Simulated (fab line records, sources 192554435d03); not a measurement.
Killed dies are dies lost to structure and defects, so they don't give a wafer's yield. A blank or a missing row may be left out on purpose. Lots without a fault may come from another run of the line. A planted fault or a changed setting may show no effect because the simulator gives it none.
Chamber matching | flow n5_finfet | N5_ILD0_ALD_15 on ald_sin-01: 3 sister chambers
The step deposits SiNx, target thk 24 nm, pulse time 1 s, ald cycles 480. 3 wafers are shown with their chamber, then 7 later ones without.

WAFERS WITH THEIR CHAMBER
wafer  | chamber | heater_power_w (W)
L903.1 | 2       | 779
L903.2 | 0       | 774
L903.4 | 1       | 860

WAFERS WITHOUT THEIR CHAMBER
wafer  | heater_power_w (W)
L904.3 | 759
L904.5 | 797
L906.2 | 806
L906.5 | 861
L906.6 | 807
L908.4 | 780
L908.5 | 796

WHICH CHAMBER EACH WENT THROUGH
wafer  | from the rows above          | in truth
L904.3 | can't be placed: 0 or 2      | 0
L904.5 | can't be placed: 2 or 0      | 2
L906.2 | can't be placed: 2 or 0 or 1 | 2
L906.5 | 1                            | 1
L906.6 | can't be placed: 2 or 0 or 1 | 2
L908.4 | can't be placed: 2 or 0      | 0
L908.5 | can't be placed: 2 or 0      | 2
Placed correctly: 1 of 7. Can't be placed from these rows: 6 (the true chamber is among the candidates in 6). Placed wrongly: 0.
How it was worked out, from the rows above alone: a wafer's distance from a chamber is the root of the sum, over the readings, of the square of ((its reading less the chamber's mean) divided by the reading's scatter). The wafer belongs to the nearest chamber; if the next one is less than 2 further off, it can't be placed. A chamber's mean is the mean of its shown wafers. The scatter: with one shown wafer a chamber, the root of the mean of the squares of how far each hidden wafer lies from its nearest shown one.
